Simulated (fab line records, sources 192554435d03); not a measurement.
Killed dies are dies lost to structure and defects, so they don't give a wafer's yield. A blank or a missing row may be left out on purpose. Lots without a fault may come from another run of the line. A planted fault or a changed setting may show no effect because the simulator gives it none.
Which tool did it? | flow n5_finfet | 10 lots, 30 wafers sampled, at 6 steps of a route of 1938

WHAT THE GAUGES READ, wafer by wafer
N5_BEOL_M3_CD_MEAS_11: target cd 17.05 nm.
lot  | measured     | on        | cd_nm (nm)
L182 | day 7 17:05  | cd_sem-03 | 16.76 16.77 17.13
L183 | day 7 20:32  | cd_sem-02 | 16.96 16.77 17.14
L185 | day 8 00:33  | cd_sem-02 | 17.20 17.24 17.20
L189 | day 9 00:35  | cd_sem-02 | 17.16 17.35 17.10
L191 | day 9 07:40  | cd_sem-02 | 17.29 17.16 16.82
L192 | day 10 13:02 | cd_sem-02 | 16.30 17.25 16.96
L196 | day 11 03:42 | cd_sem-02 | 17.28 17.36 16.94
L200 | day 11 17:44 | cd_sem-02 | 16.74 16.81 17.02
L199 | day 11 21:56 | cd_sem-03 | 17.00 17.16 17.10
L202 | day 12 04:17 | cd_sem-03 | 17.49 16.97 17.11

N5_BEOL_M3_OVL_MEAS_12.
lot  | measured     | on         | M3_OVL (nm)
L182 | day 7 17:07  | overlay-02 | -0.3 -1.2 -0.4
L183 | day 7 20:34  | overlay-02 | -0.3 -0.7 0.5
L185 | day 8 00:35  | overlay-01 | -0.8 0.0 0.1
L189 | day 9 00:37  | overlay-02 | 5.6 6.2 5.1
L191 | day 9 07:43  | overlay-01 | 4.6 5.1 5.0
L192 | day 10 13:04 | overlay-02 | -0.6 -0.1 0.2
L196 | day 11 03:44 | overlay-02 | -0.4 -0.1 -1.1
L200 | day 11 17:46 | overlay-01 | 0.5 -0.5 -0.8
L199 | day 11 21:58 | overlay-01 | 0.0 -0.3 -0.1
L202 | day 12 04:19 | overlay-02 | 0.1 -0.3 -0.6

N5_BEOL_M3_INSPECT_13: inspects for defects (brightfield).
lot  | measured     | on                | raw_defect_count
L182 | day 7 17:11  | defect_inspect-01 | 587 424 521
L183 | day 7 20:37  | defect_inspect-01 | 406 425 383
L185 | day 8 00:38  | defect_inspect-01 | 275 250 308
L189 | day 9 00:41  | defect_inspect-02 | 465 493 533
L191 | day 9 07:46  | defect_inspect-02 | 286 381 479
L192 | day 10 13:07 | defect_inspect-02 | 474 300 364
L196 | day 11 03:47 | defect_inspect-01 | 503 441 409
L200 | day 11 17:50 | defect_inspect-01 | 592 553 451
L199 | day 11 22:02 | defect_inspect-02 | 433 360 367
L202 | day 12 04:23 | defect_inspect-01 | 455 379 378

N5_BEOL_M4_RC_MEAS_101.
lot  | measured     | on        | DIBL_N (mV/V)  | DIBL_P (mV/V)  | IOFF_N (nA/um)    | IOFF_P (nA/um) | ION_N (uA/um) | ION_P (uA/um) | SS_N (mV/dec)  | SS_P (mV/dec)  | VT_N (mV)         | VT_P (mV)
L182 | day 8 10:20  | prober-02 | 32.9 35.1 33.6 | 32.6 35.7 34.0 | 0.114 0.150 0.129 | 0.14 0.19 0.16 | 671 669 661   | 458 462 452   | 70.9 71.1 71.8 | 72.6 74.1 72.5 | 255.4 249.7 252.2 | -259 -252 -254
L183 | day 9 01:08  | prober-01 | 37.5 38.1 38.2 | 36.8 38.0 38.0 | 0.167 0.175 0.187 | 0.23 0.25 0.26 | 666 671 680   | 457 462 468   | 71.6 71.3 72.5 | 74.2 73.7 74.3 | 248.8 248.0 248.9 | -249 -244 -246
L185 | day 9 08:10  | prober-01 | 34.8 33.5 34.9 | 36.6 34.8 36.3 | 0.169 0.140 0.165 | 0.20 0.17 0.20 | 691 672 692   | 466 467 471   | 71.5 71.0 70.9 | 73.7 72.9 74.6 | 249.6 250.4 247.7 | -250 -251 -251
L189 | day 10 08:52 | prober-01 | 39.4 35.7 37.3 | 38.9 35.8 36.8 | 0.212 0.142 0.167 | 0.32 0.25 0.27 | 686 662 666   | 472 470 473   | 71.8 70.8 72.1 | 74.2 73.1 73.3 | 244.7 251.3 248.1 | -242 -244 -246
L191 | day 10 18:48 | prober-02 | 38.9 39.4 39.1 | 37.9 38.2 37.9 | 0.218 0.235 0.222 | 0.28 0.28 0.28 | 683 689 696   | 474 469 473   | 72.0 72.1 72.5 | 73.7 74.2 73.8 | 246.9 242.8 244.2 | -247 -246 -245
L192 | day 11 14:23 | prober-02 | 35.7 36.0 35.3 | 36.2 36.5 35.6 | 0.166 0.165 0.152 | 0.22 0.22 0.21 | 674 677 667   | 464 463 458   | 71.5 70.5 71.2 | 73.8 73.2 73.4 | 249.9 250.0 250.9 | -248 -248 -249
L196 | day 12 06:45 | prober-02 | 37.3 36.9 36.6 | 36.9 36.7 36.5 | 0.188 0.187 0.175 | 0.22 0.22 0.21 | 682 675 680   | 458 459 461   | 72.1 72.5 72.1 | 73.1 73.4 72.7 | 246.8 244.9 248.3 | -248 -250 -249
L200 | day 12 18:37 | prober-01 | 37.5 35.4 36.4 | 35.8 34.7 35.1 | 0.166 0.140 0.143 | 0.21 0.20 0.20 | 678 668 668   | 463 462 460   | 71.2 71.3 71.1 | 73.0 72.8 72.6 | 249.6 248.2 247.9 | -249 -251 -252
L199 | day 12 23:14 | prober-01 | 41.2 38.5 39.1 | 40.7 38.3 39.0 | 0.249 0.185 0.202 | 0.29 0.24 0.26 | 683 671 689   | 464 459 474   | 72.4 72.3 71.2 | 75.1 73.9 73.4 | 244.6 248.4 243.9 | -246 -248 -248
L202 | day 13 16:11 | prober-01 | 38.4 35.0 35.9 | 42.3 37.9 38.6 | 0.213 0.145 0.164 | 0.29 0.21 0.23 | 685 680 682   | 470 470 471   | 72.8 70.8 71.5 | 74.2 72.1 72.9 | 246.6 248.1 250.8 | -245 -250 -249

WHICH TOOL RAN EACH LOT (tool, then ch and the chambers of the sampled wafers, then the start)
lot  | N5_BEOL_M3_EXPOSE_08              | N5_BEOL_M3_HM_OPEN_17
L182 | euv_scanner-02 ch 0, day 7 16:58  | rie_metal-01 ch 0,1, day 7 17:38
L183 | euv_scanner-01 ch 0, day 7 20:24  | rie_metal-01 ch 0,1, day 7 20:55
L185 | euv_scanner-01 ch 0, day 8 00:25  | rie_metal-02 ch 0,1, day 8 00:55
L189 | euv_scanner-02 ch 0, day 9 00:28  | rie_metal-01 ch 0,1, day 9 01:15
L191 | euv_scanner-02 ch 0, day 9 07:33  | rie_metal-02 ch 0,1, day 9 08:09
L192 | euv_scanner-01 ch 0, day 10 12:54 | rie_metal-02 ch 0, day 10 13:34
L196 | euv_scanner-01 ch 0, day 11 03:34 | rie_metal-02 ch 0,1, day 11 04:11
L200 | euv_scanner-01 ch 0, day 11 17:37 | rie_metal-03 ch 0,1, day 11 18:09
L199 | euv_scanner-01 ch 0, day 11 21:49 | rie_metal-01 ch 0,1, day 11 22:20
L202 | euv_scanner-01 ch 0, day 12 04:10 | rie_metal-02 ch 0,1, day 12 04:40
- N5_BEOL_M3_EXPOSE_08: exposes mask M3.
- N5_BEOL_M3_HM_OPEN_17: chemistry Cl2/BCl3, target TiN, target depth 20 nm, overetch 6 nm.

WHAT THE TOOLS THEMSELVES READ (means of the sampled wafers that have a number; where no wafer has one, the mark that the record gives instead)
N5_BEOL_M3_HM_OPEN_17.
lot  | tool         | chamber_pressure_mTorr (mTorr) | drypump_motor_current_A (A) | oes_product_au (a.u.) | rf_fwd_power_W (W) | throttle_valve_pct (%)
L182 | rie_metal-01 | 10.009                         | 6.2                         | 0.64                  | 993.1              | 22.03
L183 | rie_metal-01 | 10.007                         | 6.2                         | 0.63                  | 994.3              | 22.05
L185 | rie_metal-02 | 9.999                          | 5.4                         | 0.71                  | 991.7              | 22.32
L189 | rie_metal-01 | 10.005                         | 6.2                         | 0.62                  | 990.9              | 22.05
L191 | rie_metal-02 | 9.999                          | 5.6                         | 0.77                  | 992.0              | 22.23
L192 | rie_metal-02 | 10.003                         | 5.3                         | 0.63                  | 994.0              | 22.42
L196 | rie_metal-02 | 10.000                         | 5.4                         | 0.67                  | 991.8              | 22.33
L200 | rie_metal-03 | 10.004                         | 5.6                         | 0.71                  | 991.4              | 22.14
L199 | rie_metal-01 | 10.013                         | 6.2                         | 0.60                  | 992.6              | 22.07
L202 | rie_metal-02 | 10.005                         | 5.4                         | 0.67                  | 988.3              | 22.33

THE ANSWER, worked out from the rows above alone
Rule: what is usual is taken from the lots themselves. Put in order of their means at a reading, lots are off if they are a third of the lots or fewer, leave a main group of 4 or more, and stand apart from it by a gap of 3 or more times the standard deviation of the main group's means; of several such gaps the widest counts. A main group whose means are all the same, to the digits that the tables above print for the reading, isn't used. A lot without any number at a reading at which 4 lots or more have one is off too. The other lots that the step has rows for count as sound. The gauges are gone through in route order, then the tools' own readings, and for those a lot's mean is taken as printed above. The first step at which some lot is off is used, and at that step the reading that is off furthest; a lot without a number counts as furthest.
Off: L189, L191, at N5_BEOL_M3_OVL_MEAS_12 (M3_OVL). The main group: mean -0.3 nm, standard deviation 0.17.
A tool fits if, at a process step before that reading, it ran every lot that is off, and no sound lot after the first of them. The gauges at N5_BEOL_M3_OVL_MEAS_12 are tried like those tools. One fits: euv_scanner-02 at N5_BEOL_M3_EXPOSE_08. Its last sound lot is L182 (day 7 16:58), its first lot that is off L189 (day 9 00:28): a fault that began between those two fits.

WHAT THE SIMULATOR HAD PUT IN
Scanner matching overlay: euv_scanner-02, from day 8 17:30 on, at N5_BEOL_M3_EXPOSE_08. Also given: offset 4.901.
Lots struck among those shown: L189, L191. The rule above found the same.
